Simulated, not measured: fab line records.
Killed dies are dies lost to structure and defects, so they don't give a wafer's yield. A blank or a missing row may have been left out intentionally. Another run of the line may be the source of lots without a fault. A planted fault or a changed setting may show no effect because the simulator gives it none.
Split-lot trial / flow n5-finfet / 21 wafers read across 7 lots, on a route 1938 steps long

== SPLIT DETAILS ==
At N5_BEOL_M11_COAT_63 (time 60 s, resist thk 100 nm), the setting spin-rpm was moved away from the recipe's 1500 rpm on 7 of the 21 wafers read, by -11.1% to +10.9%. For the rest of the wafers, this setting stayed at what the recipe calls for.

== FROM THE SPLIT TO THE READING: what the file shows between them, 4 steps ==
- N5_BEOL_M11_COAT_64: time 60 s, resist thk 30 nm
- N5_BEOL_M11_COAT_22: resist thk 90 nm
- N5_BEOL_M11_DESCUM_33: chemistry O2, time 7.9 s
- N5_BEOL_M11_ETCH_65: etches SiARC in CF4, target depth 39 nm, time 65 s

== THE READING ==
etch.depth-nm (the simulator's own value, which no gauge read), in nm, at N5_BEOL_M11_ETCH_66 (etches SOC in N2/H2, target depth 120 nm, overetch 24 nm, time 180 s). No usual value for it is given in the file. Here, 14 wafers ran the recipe; their average is 100.16 nm with a standard deviation of 0.19 nm.

wafer=L074.1; tool, chamber at the split=litho-track-04, 0; spin-rpm as run, rpm=1500; against the recipe=recipe; etch.depth-nm, nm=100.1; against lot-mates on the recipe=-
wafer=L074.3; tool, chamber at the split=litho-track-04, 0; spin-rpm as run, rpm=1333; against the recipe=-11.1%; etch.depth-nm, nm=106.3; against lot-mates on the recipe=+6.05
wafer=L074.5; tool, chamber at the split=litho-track-04, 0; spin-rpm as run, rpm=1500; against the recipe=recipe; etch.depth-nm, nm=100.4; against lot-mates on the recipe=-
wafer=L077.1; tool, chamber at the split=litho-track-04, 0; spin-rpm as run, rpm=1500; against the recipe=recipe; etch.depth-nm, nm=99.75; against lot-mates on the recipe=-
wafer=L077.3; tool, chamber at the split=litho-track-04, 0; spin-rpm as run, rpm=1500; against the recipe=recipe; etch.depth-nm, nm=100.2; against lot-mates on the recipe=-
wafer=L077.6; tool, chamber at the split=litho-track-04, 0; spin-rpm as run, rpm=1500; against the recipe=recipe; etch.depth-nm, nm=100.3; against lot-mates on the recipe=-
wafer=L079.1; tool, chamber at the split=litho-track-02, 0; spin-rpm as run, rpm=1500; against the recipe=recipe; etch.depth-nm, nm=100.3; against lot-mates on the recipe=-
wafer=L079.3; tool, chamber at the split=litho-track-02, 0; spin-rpm as run, rpm=1500; against the recipe=recipe; etch.depth-nm, nm=100.3; against lot-mates on the recipe=-
wafer=L079.6; tool, chamber at the split=litho-track-02, 0; spin-rpm as run, rpm=1500; against the recipe=recipe; etch.depth-nm, nm=100.3; against lot-mates on the recipe=-
wafer=L083.1; tool, chamber at the split=litho-track-02, 0; spin-rpm as run, rpm=1500; against the recipe=recipe; etch.depth-nm, nm=99.83; against lot-mates on the recipe=-
wafer=L083.5; tool, chamber at the split=litho-track-02, 0; spin-rpm as run, rpm=1629; against the recipe=+8.6%; etch.depth-nm, nm=95.63; against lot-mates on the recipe=-4.20
wafer=L083.6; tool, chamber at the split=litho-track-02, 0; spin-rpm as run, rpm=1629; against the recipe=+8.6%; etch.depth-nm, nm=95.92; against lot-mates on the recipe=-3.91
wafer=L086.1; tool, chamber at the split=litho-track-03, 0; spin-rpm as run, rpm=1500; against the recipe=recipe; etch.depth-nm, nm=100.3; against lot-mates on the recipe=-
wafer=L086.2; tool, chamber at the split=litho-track-03, 0; spin-rpm as run, rpm=1577; against the recipe=+5.1%; etch.depth-nm, nm=97.82; against lot-mates on the recipe=-2.43
wafer=L086.3; tool, chamber at the split=litho-track-03, 0; spin-rpm as run, rpm=1500; against the recipe=recipe; etch.depth-nm, nm=100.2; against lot-mates on the recipe=-
wafer=L087.1; tool, chamber at the split=litho-track-04, 0; spin-rpm as run, rpm=1578; against the recipe=+5.2%; etch.depth-nm, nm=98.05; against lot-mates on the recipe=-2.05
wafer=L087.5; tool, chamber at the split=litho-track-04, 0; spin-rpm as run, rpm=1500; against the recipe=recipe; etch.depth-nm, nm=100.2; against lot-mates on the recipe=-
wafer=L087.6; tool, chamber at the split=litho-track-04, 0; spin-rpm as run, rpm=1500; against the recipe=recipe; etch.depth-nm, nm=100; against lot-mates on the recipe=-
wafer=L095.1; tool, chamber at the split=litho-track-04, 0; spin-rpm as run, rpm=1664; against the recipe=+10.9%; etch.depth-nm, nm=94.84; against lot-mates on the recipe=-5.16
wafer=L095.3; tool, chamber at the split=litho-track-04, 0; spin-rpm as run, rpm=1500; against the recipe=recipe; etch.depth-nm, nm=100; against lot-mates on the recipe=-
wafer=L095.4; tool, chamber at the split=litho-track-04, 0; spin-rpm as run, rpm=1664; against the recipe=+10.9%; etch.depth-nm, nm=94.66; against lot-mates on the recipe=-5.34

FIT RESULTS
A straight line over all 21 wafers: etch.depth-nm changes by -0.51 nm for each +1% of spin-rpm; r = -1.00; the points scatter about the line by 0.24 nm.
The same after taking each lot's own level away (the mean of its wafers on the recipe; 21 wafers): -0.493 nm for each +1%; r = -1.00; scatter 0.21 nm.
According to that fit, moving spin-rpm by its largest amount changes the reading by 5.5 nm.
From 99.830 to 100.300 nm: that is the span of the lots' own levels, equal to 2.5 times the standard deviation above.
The two slopes agree, so the slope changes little with the lot-to-lot level.
Check: for one of the wafers moved furthest among these (-11.1%), held out of the fit, the line's prediction against its lot-mates is +5.28 nm. It came out at +6.05 nm against them.

== THE OTHER SPLITS THESE WAFERS WENT THROUGH ==
These wafers also went through other splits before the reading. Each is held against what the fit with the lots' levels taken away leaves over:
other split on the same wafers=N5_BEOL_M7_COAT_05 spin-rpm; wafers away from the commonest value=9; r with etch.depth-nm (lot level and that fit taken away)=+0.44
other split on the same wafers=N5_BEOL_M7_EXPOSE_08 dose-mj; wafers away from the commonest value=2; r with etch.depth-nm (lot level and that fit taken away)=+0.14
other split on the same wafers=N5_BEOL_M9_DESCUM_16 time-s; wafers away from the commonest value=8; r with etch.depth-nm (lot level and that fit taken away)=+0.00
other split on the same wafers=N5_BEOL_M9_ETCH_62 time-s; wafers away from the commonest value=4; r with etch.depth-nm (lot level and that fit taken away)=+0.01
other split on the same wafers=N5_BEOL_M10_HM_DEP_02 target-thk-a; wafers away from the commonest value=7; r with etch.depth-nm (lot level and that fit taken away)=-0.17

== THE WHOLE CHAIN: every reading that the file lists as answering this split, in the file's order ==
step=N5_BEOL_M11_COAT_63; what it does=time 60 s, resist thk 100 nm; reading=SOC_of_BEOL_M11_COAT_63.thk-nm (the simulator's own value, which no gauge read); change (the file's fit)=-0.498 nm for each +1% of the setting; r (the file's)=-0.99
step=N5_BEOL_M11_ETCH_66; what it does=etches SOC in N2/H2, target depth 120 nm, overetch 24 nm, time 180 s; reading=etch.depth-nm (the simulator's own value, which no gauge read); change (the file's fit)=-0.494 nm for each +1% of the setting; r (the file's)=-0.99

== FILE'S OWN FIT ==
etch.depth-nm changes by -0.494 nm for each +1% of spin-rpm, r = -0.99.
